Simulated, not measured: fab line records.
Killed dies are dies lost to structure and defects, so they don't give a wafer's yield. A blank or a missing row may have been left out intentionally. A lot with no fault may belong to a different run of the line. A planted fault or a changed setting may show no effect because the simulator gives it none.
fab line records	flow nand-harc
[record] lots = 10	wafers = 30	last-day = 25
route steps=1159 shown A_BLC@980 A_M0@1002 END@1159
lots that met no fault: taken from a fault-free run of the same line
start-h: start of the lot's first displayed wafer, in hours after the record's first day	wait-h: time in hours since the lot's previous step	" same as the row above	L1.1+2: one row covering several wafers at once	- no value, or no start was given	* or withheld: withheld	< > ~ a bound
route shown NAME@n: NAME is a module with steps in the file, n the number in the route of the first one	usual: mean/standard deviation taken from wafers without a fault	same: alike in all rows	chamber/n: place in a boat	sites: each site's reading	_std_site: the values' standard deviation	_edge_site: mean of outer sites minus mean of inner sites	radius-mm: for every site, how far away it sits from the centre of the wafer	mask NAME#n: copy n	behind: the most recent tool/chamber to have shaped the wafer	hold: why the lot was held/for how many hours/how that ended	device: which transistor (n, p or np) failed to switch	end of line: at the end of the route, the tests of the same wafers	a step given without rows: its recipe and nothing more	killed: count of dies lost to structure and defects at first sort (not the wafer's yield)	map: a wafer's dies, marking killed ones x, the rest . and places with no die _
set.NAME: setting as actually run; set.NAME@STEP: the setting as run at that earlier step	model.NAME: the simulator's own value behind a step, which no gauge read
route steps across a sampled set of lots; one table per step, one row per wafer
services: from which hour (start-h, from the record's first day; less than 0 if before it) a tool's chamber was out of use, for how many hours, and why
[[steps]]
[step NHARC_A_BLC_ETCH_18]
[recipe] target-depth-a = 9100	c4f8-flow-sccm = 20	o2-flow-sccm = 10	ar-flow-sccm = withheld	rf-w = 600	bias-w = 1500	chemistry = C4F8/O2/Ar
[usual] bias-w = 1500/4.2	oes-product-au = 0.948/0.024	rf-vpp-V = 978/5.6
lot.wafer	tool	chamber	start-h	wait-h	bias-w	oes-product-au	rf-hours-counter-h	rf-vpp-V
L212.3	rie-diel-11	0	-	-	1499	0.941	2	984
L212.2	"	1	"	"	1501	0.962	1	973
L212.1	"	2	"	"	1504	0.965	2	982
L213.1	rie-diel-11	1	-	-	1502	0.982	2	974
L213.3	"	3	"	"	1502	0.967	2	973
L213.2	"	0	"	"	1494	0.974	2	984
L217.2	rie-diel-02	3	-	-	1498	0.975	14	989
L217.1	"	0	"	"	1501	0.964	24	980
L217.6	"	1	"	"	1497	0.966	-	979
L216.1	rie-diel-11	2	-	-	1505	0.974	3	982
L216.3	"	3	"	"	1506	0.953	4	972
L216.6	"	1	"	"	1501	0.980	-	972
L218.4	rie-diel-11	1	-	-	1508	0.971	6	973
L218.1	"	2	"	"	1500	0.991	6	981
L218.3	"	3	"	"	1505	0.969	7	973
L229.3	rie-diel-11	3	-	-	1500	0.908	15	973
L229.4	"	0	"	"	1506	0.909	14	983
L229.2	"	1	"	"	1498	0.923	12	974
L228.2	rie-diel-11	2	-	-	1500	0.959	15	983
L228.5	"	0	"	"	1500	0.958	-	984
L228.6	"	1	"	"	1499	0.956	-	973
L234.4	rie-diel-10	2	-	-	1504	0.928	15	980
L234.5	"	0	"	"	1497	0.921	-	978
L234.6	"	1	"	"	1502	0.937	-	970
L233.1	rie-diel-11	2	-	-	1503	0.925	16	981
L233.2	"	3	"	"	1499	0.912	17	973
L233.4	"	0	"	"	1496	0.915	16	983
L235.2	rie-diel-02	0	-	-	1506	0.968	10	981
L235.1	"	3	"	"	1508	0.971	11	988
L235.5	"	1	"	"	1500	0.960	-	976
[step NHARC_A_BLC_STRIP_29]
[recipe] cf4-flow-sccm = 150	ar-flow-sccm = 0	bias-w = 0	chemistry = CF4
[usual] cf4-flow-sccm = 149.9/0.42	drypump-motor-current-A = 5.7/0.4	mfc-ar-sccm = 0.015/0.016	oes-product-au = 0.998/0.0078	rf-vpp-V = 59.4/0.95	showerhead-plenum-p-Torr = 1.76/0.07	throttle-valve-pct = 13.284/0.0093
[same] bias-w = 0
lot.wafer	tool	chamber	start-h	wait-h	cf4-flow-sccm	drypump-motor-current-A	mfc-ar-sccm	oes-product-au	rf-hours-counter-h	rf-vpp-V	showerhead-plenum-p-Torr	throttle-valve-pct
L212.1	rie-diel-11	0	391.46	0.1	150.5	5.4	0	0.990	2	59.3	1.84	13.288
L212.3	"	1	"	"	150.2	6.3	0.020	1.005	1	58.4	1.70	13.289
L212.2	"	2	"	"	150.4	6.1	0	1.010	2	60.2	1.82	13.290
L213.1	rie-diel-10	3	397.64	0.1	149.6	5.7	0.017	0.999	5	58.5	1.67	13.296
L213.2	"	0	"	"	149.6	5.8	0.039	1.001	1	60.6	1.76	13.281
L213.3	"	2	"	"	150.1	5.2	0	1.000	5	59.6	1.81	13.289
L217.1	rie-diel-10	3	402.02	0.1	149.9	5.7	0.017	1.007	6	58.3	1.67	13.282
L217.2	"	0	"	"	149.4	5.7	0.039	1.002	2	59.9	1.76	13.265
L217.6	"	0	"	"	150.1	5.7	0.039	1.014	-	60.3	1.76	13.288
L216.3	rie-diel-11	3	409.11	0.1	149.9	5.9	0.041	0.996	4	58.6	1.71	13.276
L216.1	"	0	"	"	149.1	5.4	0	0.994	4	60.8	1.84	13.283
L216.6	"	3	"	"	150.1	5.9	0.041	1.001	-	58.4	1.71	13.290
L218.1	rie-diel-11	0	432.78	0.1	149.3	5.4	0	0.994	7	60.6	1.84	13.284
L218.4	"	1	"	"	150.4	6.3	0.020	0.994	6	57.6	1.70	13.290
L218.3	"	2	"	"	149.9	6.1	0	1.000	6	61.5	1.81	13.282
L229.3	rie-diel-02	0	498.90	0.1	150.1	5.6	0.032	0.998	55	59.2	1.79	13.280
L229.2	"	1	"	"	150.0	6.1	0.010	0.989	58	60.9	1.76	13.293
L229.4	"	2	"	"	150.4	5.0	0	1.008	60	59.7	1.87	13.278
L228.2	rie-diel-02	0	503.69	0.1	149.6	5.6	0.032	1.005	57	59.3	1.79	13.293
L228.5	"	0	"	"	149.6	5.6	0.032	0.999	-	58.6	1.79	13.285
L228.6	"	1	"	"	150.5	6.1	0.010	1.003	-	59.7	1.76	13.295
L234.4	rie-diel-11	0	519.60	0.1	149.2	5.4	0	0.979	16	59.4	1.83	13.287
L234.5	"	3	"	"	150.1	5.9	0.041	0.989	-	59.6	1.71	13.288
L234.6	"	0	"	"	149.7	5.4	0	0.986	-	59.4	1.83	13.287
L233.4	rie-diel-10	3	523.38	0.1	150.1	5.7	0.017	1.001	16	61.1	1.67	13.288
L233.1	"	1	"	"	150.7	5.1	0	0.996	15	59.2	1.68	13.280
L233.2	"	2	"	"	150.4	5.2	0	1.001	16	59.9	1.80	13.289
L235.2	rie-diel-11	1	534.78	0.1	149.9	6.3	0.020	1.002	17	58.7	1.70	13.291
L235.1	"	0	"	"	149.6	5.4	0	0.990	18	59.2	1.83	13.278
L235.5	"	2	"	"	149.8	6.1	0	1.010	-	59.9	1.81	13.285
[step NHARC_A_BLC_CVD_24]
[recipe] target-thk-a = 1500	temp-c = 300	pressure-torr = 40	wf6-flow-sccm = 40	h2-flow-sccm = 1600	ar-flow-sccm = 1560	time-s = 434	material = W
[usual] heater-power-w = 471/35	mfc-ar-sccm = 1560/5.5	mfc-wf6-sccm = 39.99/0.12	throttle-valve-pct = 8.02/0.24
lot.wafer	tool	chamber	start-h	wait-h	heater-power-w	mfc-ar-sccm	mfc-wf6-sccm	since-wet-clean-h	throttle-valve-pct
L212.2	cvd-w-02	1	-	-	440	1558	39.96	1	7.81
L212.1	"	0	"	"	465	1567	39.95	1	7.80
L212.3	"	1	"	"	422	1557	40.09	-	8.01
L213.2	cvd-w-02	0	-	-	452	1558	40.01	6	7.55
L213.1	"	1	"	"	423	1563	40.06	6	7.87
L213.3	"	0	"	"	455	1555	40.00	-	7.74
L217.1	cvd-w-01	0	-	-	505	1558	39.95	100	8.42
L217.2	"	1	"	"	430	1549	40.08	100	7.67
L217.6	"	0	"	"	531	1555	40.07	-	8.31
L216.1	cvd-w-01	0	-	-	518	1560	40.01	104	8.48
L216.3	"	0	"	"	513	1563	40.01	-	8.01
L216.6	"	1	"	"	451	1555	40.17	-	7.89
L218.1	cvd-w-01	0	-	-	506	1563	39.97	128	8.39
L218.3	"	0	"	"	516	1573	39.82	-	8.34
L218.4	"	1	"	"	447	1560	39.75	-	7.88
L229.2	cvd-w-01	0	-	-	516	1557	40.02	19	7.95
L229.4	"	0	"	"	514	1559	40.10	-	8.01
L229.3	"	1	"	"	474	1564	40.08	-	7.86
L228.2	cvd-w-01	0	-	-	521	1554	39.95	20	8.07
L228.6	"	0	"	"	512	1551	39.93	-	8.30
L228.5	"	1	"	"	451	1560	40.10	-	7.93
L234.4	cvd-w-01	0	-	-	521	1565	40.22	-	7.99
L234.5	"	0	"	"	514	1560	39.88	-	8.03
L234.6	"	1	"	"	463	1569	40.08	-	7.88
L233.2	cvd-w-01	0	-	-	519	1552	40.15	37	8.27
L233.1	"	1	"	"	454	1563	40.11	37	8.07
L233.4	"	0	"	"	529	1557	40.23	-	8.19
L235.1	cvd-w-02	0	-	-	453	1571	39.95	143	7.62
L235.2	"	1	"	"	427	1555	39.76	143	8.23
L235.5	"	1	"	"	439	1557	39.96	-	8.11
[step NHARC_A_M0_PEB_07]
[recipe] peb-temp-c = 100	peb-time-s = 65
[usual] chill-plate-temp-C = 23.01/0.1	heater-power-total-W = 156.6/0.44	plate-temp-C = 100.01/0.14
lot.wafer	tool	chamber	start-h	wait-h	chill-plate-temp-C	heater-power-total-W	plate-temp-C
L212.1	litho-track-04	0	395.26	0.1	23.27	156.9	100.25
L212.2	"	0	"	"	23.15	157.2	100.21
L212.3	"	0	"	"	23.14	157.1	100.08
L213.1	litho-track-04	0	400.48	0.1	22.96	156.1	100.05
L213.2	"	0	"	"	23.07	156.4	100.01
L213.3	"	0	"	"	22.87	156.0	100.00
L217.1	litho-track-04	0	407.35	0.1	22.81	156.8	99.94
L217.2	"	0	"	"	22.93	156.0	99.89
L217.6	"	0	"	"	23.07	156.1	99.90
L216.1	litho-track-04	0	411.89	0.1	22.95	156.7	100.20
L216.3	"	0	"	"	23.00	157.1	99.98
L216.6	"	0	"	"	23.03	156.0	99.94
L218.1	litho-track-01	0	435.67	0.1	22.95	156.2	99.77
L218.3	"	0	"	"	22.97	157.1	99.88
L218.4	"	0	"	"	22.89	156.1	99.84
L229.2	litho-track-04	0	507.49	0.1	23.05	164.5	103.38
L229.3	"	0	"	"	23.09	164.3	103.59
L229.4	"	0	"	"	23.18	163.7	103.57
L228.2	litho-track-04	0	508.77	0.1	22.87	163.2	103.58
L228.5	"	0	"	"	23.01	164.2	103.51
L228.6	"	0	"	"	22.98	163.5	103.46
L234.4	litho-track-06	0	524.96	0.0	22.98	156.3	100.11
L234.5	"	0	"	"	22.89	156.7	100.22
L234.6	"	0	"	"	22.92	157.2	100.25
L233.1	litho-track-01	0	526.16	0.1	23.13	157.1	99.99
L233.2	"	0	"	"	23.01	156.8	99.87
L233.4	"	0	"	"	23.13	156.9	100.00
L235.1	litho-track-06	0	537.64	0.1	22.88	157.0	99.98
L235.2	"	0	"	"	23.01	157.1	99.95
L235.5	"	0	"	"	23.15	157.1	99.96
[step NHARC_A_M0_CD_MEAS_09]
[recipe] target-cd-nm = 80	landing-energy-ev = 500
[usual] cd-nm = 80.1/0.6
lot.wafer	tool	chamber	start-h	wait-h	cd-nm
L212.1	cd-sem-03	0	395.34	-	79.7
L212.2	"	0	"	"	80.4
L212.3	"	0	"	"	80.2
L213.1	cd-sem-03	0	400.56	-	80.3
L213.2	"	0	"	"	80.8
L213.3	"	0	"	"	80.4
L217.1	cd-sem-03	0	407.43	-	79.5
L217.2	"	0	"	"	80.2
L217.6	"	0	"	"	79.9
L216.1	cd-sem-01	0	411.97	-	80.9
L216.3	"	0	"	"	80.6
L216.6	"	0	"	"	80.7
L218.1	cd-sem-01	0	435.75	-	79.7
L218.3	"	0	"	"	80.2
L218.4	"	0	"	"	79.7
L229.2	cd-sem-01	0	507.57	-	92.5
L229.3	"	0	"	"	93.4
L229.4	"	0	"	"	92.7
L228.2	cd-sem-01	0	508.86	-	92.2
L228.5	"	0	"	"	92.7
L228.6	"	0	"	"	92.9
L234.4	cd-sem-03	0	525.05	-	81.0
L234.5	"	0	"	"	80.0
L234.6	"	0	"	"	79.9
L233.1	cd-sem-01	0	526.24	-	80.3
L233.2	"	0	"	"	79.9
L233.4	"	0	"	"	80.3
L235.1	cd-sem-02	0	537.72	-	78.9
L235.2	"	0	"	"	80.6
L235.5	"	0	"	"	79.7
[step NHARC_END_SORT_01]
[recipe] temp-c = 25
[usual] defect-limited-yield = 95.7/1.4	killed-at-array = 25/9.2	killed-at-other = 0.9/1.3	killed-at-periphery = 3.3/2.3	killed-dies = 29/9.6	killed-open = 3.2/1.8	killed-short = 2/1.4	sort_bin_2_pct = 1.3/0.65	sort_bin_3_pct = 0.25/0.21	sort_bin_4_pct = 2.8/0.9	sort-n-pass = 648/9.6	sort-rim-yield-pct = 94/3	sort-yield-pct = 95.7/1.4
[same] gross-dies = 677	sort_bin_5_pct[%] = 0	sort_bin_6_pct[%] = 0	sort_bin_7_pct[%] = 0	sort_bin_8_pct[%] = 0	sort-rim-n-gross = 106.00
lot.wafer	tool	chamber	start-h	wait-h	defect-limited-yield[%]	killed-at-array	killed-at-other	killed-at-periphery	killed-dies	killed-open	killed-short	sort_bin_2_pct[%]	sort_bin_3_pct[%]	sort_bin_4_pct[%]	sort-n-pass	sort-rim-yield-pct[%]	sort-yield-pct[%]
L228.2	prober-01	0	552.47	2.8	95.6	25	0	5	30	2	3	1.0	0.59	2.8	647	93	95.6
L228.5	prober-01	0	554.90	3.7	93.9	37	1	3	41	1	3	2.1	0.15	3.8	636	89	93.9
L228.6	prober-01	0	555.71	4.0	94.4	36	0	2	38	3	2	2.2	0.44	3.0	639	88	94.4
// killed by level:class
L228.2 A_SLIT:chamber-film-flake=11 A_CHANNEL_HOLE_D1:chamber-film-flake=7 A_CONTACT:chamber-film-flake=3 A_CONTACT:geometric-particle:short=2 A_CONTACT:geometric-particle:open=2 P_ZERO_WELL:chamber-film-flake=2 P_CONTACT:chamber-film-flake=2 P_M0:geometric-particle:short=1
L228.5 A_CHANNEL_HOLE_D1:chamber-film-flake=14 A_SLIT:chamber-film-flake=13 A_CONTACT:chamber-film-flake=4 P_CONTACT:chamber-film-flake=2 A_ONON_D1:geometric-particle:short=1 A_CHANNEL_FILL_D1:geometric-particle:short=1 A_CHANNEL_FILL_D1:geometric-particle:open=1 P_ZERO_WELL:chamber-film-flake=1
L228.6 A_CHANNEL_HOLE_D1:chamber-film-flake=17 A_SLIT:chamber-film-flake=9 A_CONTACT:chamber-film-flake=3 A_CONTACT:geometric-particle:open=2 P_M1:chamber-film-flake=2 A_CHANNEL_FILL_D1:chamber-film-flake=2 A_SGD_CUT:geometric-particle:open=1 A_SGD_CUT:geometric-particle:short=1
[[services]]
tool	chamber	start-h	hours	kind
rie-diel-10	0	371.06	20.2	repair
rie-diel-11	0	375.55	-	clean
rie-diel-11	1	375.55	-	clean
rie-diel-11	2	375.55	-	clean
rie-diel-11	3	375.55	-	clean
rie-diel-02	3	376.00	1.2	repair
cvd-w-02	-	379.65	13.0	pm
rie-diel-11	0	400.05	-	clean
rie-diel-11	1	400.05	-	clean
rie-diel-11	2	400.05	-	clean
rie-diel-11	3	400.05	-	clean
rie-diel-11	0	424.55	-	clean
rie-diel-10	1	440.01	6.1	repair
litho-track-01	-	443.00	7.0	pm
rie-diel-02	3	443.02	3.5	repair
litho-track-06	-	467.00	7.0	pm
cvd-w-01	-	474.02	13.0	pm
rie-diel-11	-	478.45	0.2	repair
cvd-w-02	-	482.44	0.6	repair
litho-track-04	-	491.00	7.0	pm
rie-diel-02	-	504.81	9.0	pm
rie-diel-11	1	511.16	5.6	repair
cvd-w-01	-	515.86	1.4	repair
rie-diel-10	-	530.50	9.0	pm
[[key]]
[first-sign] step = NHARC_A_M0_PEB_07	reading = plate-temp-C	direction = up	sigmas = 26	usual = *	struck = *
[effect] step = NHARC_A_M0_PEB_07	reading = heater-power-total-W	direction = up	sigmas = 16	usual = *	struck = *
[effect] step = NHARC_A_M0_CD_MEAS_09	reading = cd-nm	direction = up	sigmas = 21	usual = 80.1	struck = 92.7
met-at NHARC_A_M0_PEB_07
struck-lots L228,L229
not-acting-at NHARC_A_BLC_ETCH_18,NHARC_A_BLC_STRIP_29,NHARC_A_BLC_CVD_24
onset-between 411.89 507.49
[fault] kind = process-parameter-drift	tool = litho-track-04	chamber = -	onset-h = 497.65	steps = NHARC_A_M0_PEB_07	channel = peb-temp-c	offset = *	shape = step	end-h = 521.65	acts-in = *	stated = *
